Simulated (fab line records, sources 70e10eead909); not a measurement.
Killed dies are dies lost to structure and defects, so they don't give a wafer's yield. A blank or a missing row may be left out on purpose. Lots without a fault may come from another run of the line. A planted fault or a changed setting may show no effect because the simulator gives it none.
fab line records | flow nand_harc
record lots=15 wafers=45 last_day=32
route steps=1302 shown A_CHANNEL_HOLE_D2@597 A_CHANNEL_FILL_D2@612
lots that met no fault: from a run of the same line without faults
start_h: hours from the record's first day to the start of the lot's first wafer shown | wait_h: hours since the lot's step before | " the same as in the row above | L1.1+2: a row that stands for several wafers | - no value, or no start given | * or withheld: withheld | < > ~ a bound
route shown NAME@n: a module of which the file shows steps, and the number in the route of the first | usual: mean/standard deviation of fault-free wafers | same: alike in all rows | chamber/n: place in a boat | sites: the reading at each site | _std_site: their standard deviation | _edge_site: outer sites' mean less inner sites' | radius_mm: how far each site lies from the wafer's centre | mask NAME#n: copy n | behind: the tool/chamber that last shaped the wafer | hold: why the lot was held/for how many hours/how that ended | device: the transistor (n, p or np) that didn't switch | end of line: the same wafers' tests at the end of the route | a step without rows: its recipe alone | killed: dies lost to structure and defects at the first sort, not the wafer's yield | map: a wafer's dies, x killed, . not, _ none there
set.NAME: the setting as run; set.NAME@STEP: as run at that earlier step | model.NAME: the simulator's own value behind a step, which no gauge read
steps of the route over a sample of lots; a table a step, a row a wafer
services: from which hour (start_h, from the record's first day; less than 0 if before it) a tool's chamber was out of use, for how many hours, and why
## steps
# step NHARC_A_CHANNEL_HOLE_D2_ETCH_25
# recipe bias_v=5000 source_w=withheld pressure_mtorr=20 time_s=1040.2 ar_flow_sccm=375 c4f8_flow_sccm=93.8 o2_flow_sccm=31.2 temp_c=-20 target_depth_a=15000 chemistry=C4F8/O2/Ar
# usual drypump_motor_current_A=5.9/0.52 showerhead_plenum_p_Torr=3.67/0.14 throttle_valve_pct=32.236/0.0098
# columns lot.wafer tool chamber start_h wait_h drypump_motor_current_A rf_hours_counter_h showerhead_plenum_p_Torr throttle_valve_pct
L949.4 har_etch-02 1 291.66 0.7 5.0 - 3.57 32.234
L949.3 " 0 " " 5.9 - 3.61 32.256
L949.5 " 1 " " 5.0 - 3.57 32.231
L951.1 har_etch-01 1 322.67 0.6 5.9 175 3.58 32.235
L951.4 " 0 " " 6.5 - 3.68 32.229
L951.6 " 0 " " 6.5 - 3.68 32.246
L953.2 har_etch-02 0 338.13 0.6 5.9 385 3.59 32.232
L953.1 " 1 " " 5.0 370 3.56 32.235
L953.6 " 1 " " 5.0 - 3.56 32.239
L952.1 har_etch-01 1 338.60 0.7 6.0 187 3.57 32.236
L952.5 " 0 " " 6.5 - 3.68 32.230
L952.6 " 1 " " 6.0 - 3.57 32.245
L954.1 har_etch-01 0 353.45 0.7 6.4 194 3.67 32.234
L954.4 " 0 " " 6.5 - 3.67 32.243
L954.5 " 0 " " 6.5 - 3.67 32.250
L956.2 har_etch-02 1 377.11 0.6 5.0 392 3.55 32.238
L956.1 " 0 " " 5.8 408 3.58 32.225
L956.4 " 0 " " 5.8 - 3.58 32.234
L955.2 har_etch-01 0 377.32 0.6 6.5 209 3.67 32.255
L955.3 " 0 " " 6.5 - 3.67 32.238
L955.6 " 0 " " 6.5 - 3.67 32.234
L957.3 har_etch-01 1 393.54 0.7 5.9 - 3.56 32.247
L957.6 " 0 " " 6.4 - 3.66 32.232
L957.5 " 1 " " 6.0 - 3.56 32.247
L958.4 har_etch-01 1 405.69 0.7 5.9 - 3.55 32.223
L958.5 " 0 " " 6.5 - 3.66 32.232
L958.6 " 1 " " 5.9 - 3.55 32.244
L959.1 har_etch-02 1 415.46 0.6 5.0 10 3.92 32.242
L959.3 " 1 " " 5.0 - 3.92 32.232
L959.5 " 0 " " 5.9 - 3.92 32.223
L960.3 har_etch-01 1 417.68 0.7 5.9 - 3.55 32.236
L960.6 " 1 " " 5.9 - 3.55 32.254
L960.5 " 0 " " 6.5 - 3.65 32.240
L962.4 har_etch-02 0 443.07 0.7 5.8 - 3.91 32.244
L962.3 " 1 " " 5.0 - 3.91 32.239
L962.6 " 0 " " 5.8 - 3.91 32.231
L963.1 har_etch-01 1 443.29 0.7 5.9 252 3.54 32.246
L963.3 " 0 " " 6.5 - 3.64 32.237
L963.6 " 1 " " 6.0 - 3.54 32.210
L964.4 har_etch-01 1 474.15 0.7 6.0 - 3.53 32.234
L964.3 " 0 " " 6.4 - 3.64 32.242
L964.5 " 0 " " 6.4 - 3.64 32.241
L967.1 har_etch-02 1 492.56 0.6 5.0 57 3.90 32.226
L967.2 " 0 " " 5.8 57 3.90 32.238
L967.6 " 0 " " 5.8 - 3.90 32.225
# step NHARC_A_CHANNEL_FILL_D2_ALD_02
# recipe target_thk_a=60 pulse_time_s=10 ald_cycles=60 temp_c=300 material=SiO2
# usual heater_power_w=466/34 precursor_pulse_height_rel=1.002/0.02
# columns lot.wafer tool chamber start_h wait_h heater_power_w precursor_pulse_height_rel
L949.4 ald_hk-04 3 294.55 0.3 454 0.982
L949.3 " 0 " " 449 1.006
L949.5 " 2 " " 455 1.002
L951.1 ald_hk-03 1 325.80 - 424 1.040
L951.4 " 2 " " 506 1.006
L951.6 " 0 " " 527 0.968
L953.1 ald_hk-03 2 341.27 - 515 0.998
L953.2 " 3 " " 431 1.010
L953.6 " 1 " " 428 1.014
L952.1 ald_hk-02 3 341.66 - 482 0.999
L952.5 " 0 " " 472 0.996
L952.6 " 1 " " 462 0.989
L954.4 ald_hk-04 1 356.30 - 441 0.996
L954.1 " 2 " " 470 0.995
L954.5 " 1 " " 441 1.013
L956.2 ald_hk-03 1 380.23 0.2 425 1.029
L956.1 " 2 " " 506 1.035
L956.4 " 3 " " 445 0.994
L955.3 ald_hk-04 2 380.48 - 470 0.982
L955.2 " 1 " " 448 0.980
L955.6 " 2 " " 479 1.012
L957.3 ald_hk-02 1 396.47 - 478 0.986
L957.6 " 2 " " 439 1.006
L957.5 " 3 " " 470 0.995
L958.4 ald_hk-02 0 408.32 - 471 1.003
L958.6 " 3 " " 473 0.965
L958.5 " 0 " " 463 1.031
L959.1 ald_hk-02 2 418.60 - 447 0.965
L959.3 " 3 " " 459 1.024
L959.5 " 0 " " 457 1.040
L960.3 ald_hk-02 2 420.45 - 441 1.005
L960.6 " 1 " " 485 0.986
L960.5 " 2 " " 453 0.995
L962.4 ald_hk-02 2 445.84 - 449 1.006
L962.3 " 0 " " 461 0.989
L962.6 " 1 " " 474 0.984
L963.1 ald_hk-02 2 446.28 - 447 0.975
L963.3 " 1 " " 488 1.009
L963.6 " 3 " " 463 1.019
L964.4 ald_hk-02 2 476.95 - 455 0.959
L964.3 " 3 " " 457 1.040
L964.5 " 1 " " 479 0.987
L967.2 ald_hk-02 2 495.72 - 447 0.991
L967.1 " 3 " " 472 1.029
L967.6 " 0 " " 457 0.995
# step NHARC_A_CHANNEL_FILL_D2_ALD_03
# recipe target_thk_a=60 pulse_time_s=60 ald_cycles=58 temp_c=630 pressure_torr=2 material=SiNx
# usual precursor_pulse_height_rel=1.001/0.018
# columns lot.wafer tool chamber start_h wait_h precursor_pulse_height_rel
L949.3 ald_sin_batch-03 0 - - 1.017
L949.4 " 0 " " 0.976
L949.5 " 0 " " 1.007
L951.1 ald_sin_batch-01 0 - - 1.029
L951.4 " 0 " " 0.997
L951.6 " 0 " " 0.987
L952.1 ald_sin_batch-01 0 - - 0.998
L952.5 " 0 " " 1.004
L952.6 " 0 " " 1.013
L953.1 ald_sin_batch-01 0 - - 0.997
L953.2 " 0 " " 0.991
L953.6 " 0 " " 1.001
L954.1 ald_sin_batch-03 0 - - 0.998
L954.4 " 0 " " 1.028
L954.5 " 0 " " 0.963
L955.2 ald_sin_batch-02 0 - - 1.006
L955.3 " 0 " " 1.000
L955.6 " 0 " " 1.025
L956.1 ald_sin_batch-02 0 - - 1.023
L956.2 " 0 " " 1.012
L956.4 " 0 " " 1.035
L957.3 ald_sin_batch-01 0 - - 1.009
L957.5 " 0 " " 0.993
L957.6 " 0 " " 1.004
L958.4 ald_sin_batch-03 0 - - 1.023
L958.5 " 0 " " 1.010
L958.6 " 0 " " 0.998
L959.1 ald_sin_batch-03 0 - - 0.996
L959.3 " 0 " " 1.002
L959.5 " 0 " " 0.992
L960.3 ald_sin_batch-03 0 - - 0.982
L960.5 " 0 " " 0.992
L960.6 " 0 " " 1.011
L962.3 ald_sin_batch-01 0 - - 1.005
L962.4 " 0 " " 1.000
L962.6 " 0 " " 0.991
L963.1 ald_sin_batch-01 0 - - 0.979
L963.3 " 0 " " 0.997
L963.6 " 0 " " 1.007
L964.3 ald_sin_batch-01 0 - - 0.969
L964.4 " 0 " " 0.988
L964.5 " 0 " " 1.010
L967.1 ald_sin_batch-02 0 - - 0.992
L967.2 " 0 " " 0.994
L967.6 " 0 " " 0.976
# step NHARC_A_CHANNEL_FILL_D2_ETCHBACK_19
# recipe target_depth_a=50 time_s=1.7 hbr_flow_sccm=150 cl2_flow_sccm=50 rf_w=400 icp_w=400 bias_w=100 chemistry=HBr/Cl2
# usual bias_w=100.0/0.3 chamber_pressure_mTorr=14.999/0.013 drypump_motor_current_A=5.9/0.53 oes_product_au=1.002/0.0078 throttle_valve_pct=26.405/0.0082
# columns lot.wafer tool chamber start_h wait_h bias_w chamber_pressure_mTorr drypump_motor_current_A oes_product_au rf_hours_counter_h throttle_valve_pct
L949.3 rie_si-01 0 319.72 0.4 99.7 14.990 5.7 0.982 0.9 26.411
L949.4 " 1 " " 99.7 14.989 6.2 0.994 0.8 26.411
L949.5 " 2 " " 100.4 15.023 6.1 0.996 - 26.396
L951.4 rie_si-06 3 350.60 0.4 99.8 15.020 4.9 1.002 0.5 26.407
L951.1 " 0 " " 100.3 15.009 6.3 1.005 0.5 26.391
L951.6 " 3 " " 99.7 14.981 4.9 1.005 - 26.397
L953.1 rie_si-06 3 365.12 0.4 99.4 14.984 4.9 1.004 0.7 26.406
L953.2 " 2 " " 99.8 15.013 6.6 1.005 0.7 26.406
L953.6 " 0 " " 100.0 14.974 6.3 1.016 - 26.395
L952.1 rie_si-01 0 365.14 0.4 100.6 15.002 5.7 0.992 1.2 26.396
L952.5 " 2 " " 100.2 15.011 6.1 1.003 - 26.409
L952.6 " 3 " " 99.6 14.974 6.6 1.001 - 26.404
L954.1 rie_si-01 3 380.35 0.4 100.5 14.975 6.6 1.007 0 26.411
L954.4 " 1 " " 99.5 14.997 6.2 0.999 0 26.395
L954.5 " 3 " " 100.2 14.999 6.6 1.004 - 26.392
L956.4 rie_si-01 3 405.97 0.4 100.1 15.001 6.6 1.009 0.1 26.400
L956.2 " 0 " " 99.9 15.008 5.7 0.996 0.1 26.410
L956.1 " 1 " " 100.1 14.980 6.2 1.004 0.1 26.408
L955.3 rie_si-06 1 406.00 0.4 100.0 14.972 5.5 0.994 1.0 26.409
L955.2 " 2 " " 99.8 14.998 6.6 1.002 0.9 26.399
L955.6 " 0 " " 99.7 15.004 6.3 1.016 - 26.399
L957.3 rie_si-01 1 420.24 0.4 100.2 14.998 6.2 0.988 0.1 26.401
L957.6 " 0 " " 100.0 14.987 5.7 0.993 - 26.390
L957.5 " 1 " " 100.3 15.020 6.2 0.986 - 26.407
L958.4 rie_si-04 0 432.30 0.4 100.1 14.983 5.9 1.010 0.5 26.402
L958.6 " 3 " " 100.4 14.969 6.5 1.016 - 26.396
L958.5 " 0 " " 99.4 15.003 5.9 1.003 - 26.397
L960.3 rie_si-06 3 442.35 0.4 100.4 15.003 4.9 0.999 0.0 26.406
L960.5 " 3 " " 100.0 14.970 4.9 0.993 - 26.398
L960.6 " 0 " " 99.5 15.008 6.3 1.005 - 26.407
L959.1 rie_si-04 1 442.35 0.4 100.2 15.029 5.5 0.998 0.6 26.390
L959.3 " 0 " " 100.0 15.007 5.9 1.006 0.5 26.401
L959.5 " 1 " " 100.6 14.986 5.5 0.999 - 26.398
L963.3 rie_si-04 3 469.88 0.4 - - - - - -
L963.1 " 1 " " - - - - - -
L963.6 " 0 " " - - - - - -
L962.3 rie_si-06 0 469.90 0.4 - - - - - -
L962.4 " 1 " " - - - - - -
L962.6 " 0 " " - - - - - -
L964.3 rie_si-01 3 500.29 0.4 - - - - - -
L964.4 " 0 " " - - - - - -
L964.5 " 0 " " - - - - - -
L967.1 rie_si-06 3 519.63 0.4 99.9 15.015 5.0 1.002 0.6 26.398
L967.2 " 0 " " 99.6 14.986 6.3 1.007 0.6 26.406
L967.6 " 0 " " 100.2 15.006 6.3 0.995 - 26.389
## services
# columns tool chamber start_h hours kind
ald_sin_batch-02 - 268.90 26.0 pm
rie_si-01 3 269.24 5.0 repair
rie_si-06 - 276.18 0.8 repair
rie_si-01 2 300.31 7.0 repair
rie_si-04 2 316.42 13.3 repair
rie_si-04 - 342.00 9.0 pm
rie_si-01 2 348.51 2.8 repair
ald_hk-02 - 349.30 10.0 pm
ald_hk-02 0 349.30 10.0 vent_cycle
ald_hk-02 1 349.30 10.0 vent_cycle
ald_hk-02 2 349.30 10.0 vent_cycle
ald_hk-02 3 349.30 10.0 vent_cycle
rie_si-01 - 370.00 9.0 pm
rie_si-04 1 381.19 3.5 repair
har_etch-02 - 382.53 17.0 pm
ald_hk-03 - 390.00 10.0 pm
ald_hk-04 - 405.85 0.3 repair
rie_si-04 - 410.69 0.1 repair
rie_si-06 - 426.00 9.0 pm
har_etch-01 - 431.52 1.5 repair
ald_hk-04 - 432.49 10.0 pm
rie_si-04 - 448.78 0.5 repair
ald_sin_batch-01 - 507.71 26.0 pm
rie_si-04 - 519.00 9.0 pm
## key
first_sign step=NHARC_A_CHANNEL_FILL_D2_ETCHBACK_19 reading=tool_record direction=missing
effect none on later readings
met_at NHARC_A_CHANNEL_FILL_D2_ETCHBACK_19
struck_lots L962,L963,L964
later_rows_left_out L962.3,L962.4,L962.6,L963.1,L963.3,L963.6,L964.3,L964.4,L964.5
sort_left_out L962.3,L962.4,L962.6,L963.1,L963.3,L963.6,L964.3,L964.4,L964.5
tester_left_out L962,L963,L964
not_acting_at NHARC_A_CHANNEL_HOLE_D2_ETCH_25,NHARC_A_CHANNEL_FILL_D2_ALD_02,NHARC_A_CHANNEL_FILL_D2_ALD_03
onset_between 442.35 469.88
fault kind=skipped_step_whole tool=rie_si-01,rie_si-04,rie_si-06 chamber=- onset_h=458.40 steps=NHARC_A_CHANNEL_FILL_D2_ETCHBACK_19 scope=struck_lots_only
# tester_left_out: of these lots the tester's yield and bins aren't shown, on N5 and GAA mostly nor the transistor test; their killed dies are dies lost to structure and defects alone, not to doping, threshold or leakage, so they don't give the yield
# sort_left_out: the simulated sort isn't trusted on such a fault, so these wafers' sort isn't shown, and their yield isn't known
# later_rows_left_out: the simulator's readings of these wafers behind a module that went badly wrong aren't trusted and aren't shown, but for the sort
